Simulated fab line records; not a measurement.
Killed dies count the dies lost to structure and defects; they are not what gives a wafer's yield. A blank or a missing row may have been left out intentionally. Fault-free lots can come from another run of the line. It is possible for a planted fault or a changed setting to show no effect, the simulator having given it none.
A struck lot beside a sound one / flow n5_finfet / 15 steps out of a route of 1938
Sound: the wafers L180.2, L180.4, L180.6. Struck: wafer L191.2 (L191.4, L191.6, from the same lot, were not struck and are left out); the cause is given at the end.
Order at every step that has rows: each side's tool, ch and its chambers, its first start. Under that, the readings that differ: sound wafers / struck wafers / difference of the means / sigmas: that difference in standard deviations of wafers without a fault.
alike: a reading whose means differ by less than 2 such deviations, as well as words and numbers matching on both sides. not compared: withheld readings; readings where some wafer has no value; bounds like >300 that might hide an equal value; numbers whose values overlap and for which the record gives no deviation.
Wherever a step has rows on one side only, a row that says differs or no value, or a row with sigmas, the two part there. Numbers that have no deviation but don't overlap get no sigmas and don't part them. A reading missing from all wafers of one side parts the sides only when that side holds two or more wafers.

first, 5 steps without rows for these wafers: N5_BEOL_M14_SOFTBAKE_23 (time 60 s); N5_BEOL_M14_EXPOSE_25 (exposes mask M14, target cd 280 nm); N5_BEOL_M14_PEB_26 (peb time 90 s); N5_BEOL_M14_DEVELOP_27 (develop time 45 s); N5_BEOL_M14_HARDBAKE_32 (time 120 s).
N5_BEOL_M14_CD_MEAS_28 targets a cd of 284.4 nm.
  sound on cd_sem-02 ch 0, day 12 23:27; struck on cd_sem-03 ch 0, day 15 08:52
  alike: cd_nm
N5_BEOL_M14_OVL_MEAS_29:
  sound on overlay-01 ch 0, day 12 23:29; struck on overlay-01 ch 0, day 15 08:53
  alike: M14_OVL
N5_BEOL_M14_INSPECT_30: inspects for defects (macro).
  sound on defect_inspect-01 at day 12 23:31; struck on defect_inspect-01 at day 15 08:55
  alike: raw_defect_count
N5_BEOL_M14_DESCUM_33: chemistry O2, time 7.9 s.
  sound on rie_diel-02 ch 0,1,3, day 12 23:33; struck on rie_diel-02 ch 0, day 15 09:07
  alike: drypump_motor_current_A, oes_product_au, rf_vpp_V, showerhead_plenum_p_Torr, temp_c, throttle_valve_pct
  not compared: rf_hours_counter_h
N5_BEOL_M14_ETCH_67: etches SiARC in CF4, target depth 143 nm, time 238.3 s.
  sound on rie_diel-02 ch 0,1,3, day 12 23:35; struck on rie_diel-02 ch 0, day 15 09:09
  alike: bias_w, drypump_motor_current_A, etch_rf_on_time_s, oes_product_au, rf_vpp_V, showerhead_plenum_p_Torr, throttle_valve_pct
  not compared: rf_hours_counter_h
N5_BEOL_M14_ETCH_68: etches SOC in N2/H2, time 450 s.
  sound on rie_diel-02 ch 0,1,3, day 12 23:44; struck on rie_diel-02 ch 0, day 15 09:18
  alike: bias_w, drypump_motor_current_A, h2_flow_sccm, oes_product_au, rf_vpp_V, showerhead_plenum_p_Torr, temp_c, throttle_valve_pct
  not compared: rf_hours_counter_h
then, 1 step without rows for these wafers: N5_BEOL_M14_STRIP_69 (strips in N2/H2).
N5_BEOL_M14_TRENCH_ETCH_34: etches SiO2 in C4F8/O2/Ar, target depth 556.65 nm, time 126.9 s.
  sound on rie_diel-02 ch 0,1,3, day 13 00:01; struck on rie_diel-02 ch 0, day 15 09:34
reading=bias_w (W); sound=2024 2048 2044; struck=1848; difference=-191; sigmas=-31
reading=rf_vpp_V (V); sound=2196 2256 2233; struck=2089; difference=-139; sigmas=-3
  alike: drypump_motor_current_A, oes_ar_750_au, oes_o_777_au, oes_product_au, showerhead_plenum_p_Torr, throttle_valve_pct
  not compared: rf_hours_counter_h
then, 2 steps without rows for these wafers: N5_BEOL_M14_STRIP_70 (strips in C4F8/O2/Ar); N5_PASSIVATION_PROBE_49.

WHERE THEY PART
Within this record, at N5_BEOL_M14_TRENCH_ETCH_34 only.

WHY: whatever the simulator had introduced
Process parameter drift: rie_diel-02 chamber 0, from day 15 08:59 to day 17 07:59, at N5_BEOL_M14_TRENCH_ETCH_34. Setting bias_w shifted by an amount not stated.
